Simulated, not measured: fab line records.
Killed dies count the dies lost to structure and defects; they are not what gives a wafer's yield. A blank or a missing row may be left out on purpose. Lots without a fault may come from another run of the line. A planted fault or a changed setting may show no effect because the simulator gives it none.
Matching of chambers | flow nand-harc | NHARC_A_STAIRCASE_ETCH_292 on rie-diel-01 has 4 sister chambers
The step etches the open film in CF4/CHF3. 8 wafers are shown with their chamber, then 7 later ones without.

== WAFERS PAIRED WITH THEIR CHAMBERS ==
wafer  | chamber | showerhead-plenum-p-Torr (Torr) | rf-vpp-V (V)
L084.1 | 2       | 1.59                            | 370.8
L084.4 | 0       | 1.64                            | 373.1
L084.6 | 1       | 1.49                            | 367.4
L085.1 | 0       | 1.63                            | 372.3
L085.3 | 3       | 1.64                            | 373.9
L085.6 | 2       | 1.59                            | 370.4
L091.2 | 1       | 1.48                            | 367.6
L091.4 | 3       | 1.64                            | 374.2

== WAFERS WITHOUT THEIR CHAMBER ==
wafer  | showerhead-plenum-p-Torr (Torr) | rf-vpp-V (V)
L091.6 | 1.48                            | 367.3
L094.4 | 1.48                            | 367.4
L094.5 | 1.64                            | 372.7
L094.6 | 1.59                            | 371.5
L097.3 | 1.48                            | 367.8
L097.4 | 1.63                            | 373.2
L097.6 | 1.63                            | 372.9

== EACH ONE'S CHAMBER ==
wafer  | from the rows above     | in truth
L091.6 | 1                       | 1
L094.4 | 1                       | 1
L094.5 | 0                       | 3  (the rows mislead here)
L094.6 | 2                       | 2
L097.3 | 1                       | 1
L097.4 | can't be placed: 0 or 3 | 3
L097.6 | 0                       | 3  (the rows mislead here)
Placed correctly: 4 of 7. Cannot be placed on the basis of these rows: 1; the candidates contain the true chamber in 1. 2 placed wrongly.
How it was worked out, from the rows above alone: a wafer's distance from a chamber is the root of the sum, over the readings, of the square of ((its reading less the chamber's mean) divided by the reading's scatter). If the next closest chamber is less than 2 further off than the closest, the wafer can't be placed; otherwise it belongs to the closest. A chamber's mean is the mean of its shown wafers. The scatter: take each reading less its chamber's mean, square it, sum over the shown wafers, divide by the number of wafers less the number of chambers, and take the root.
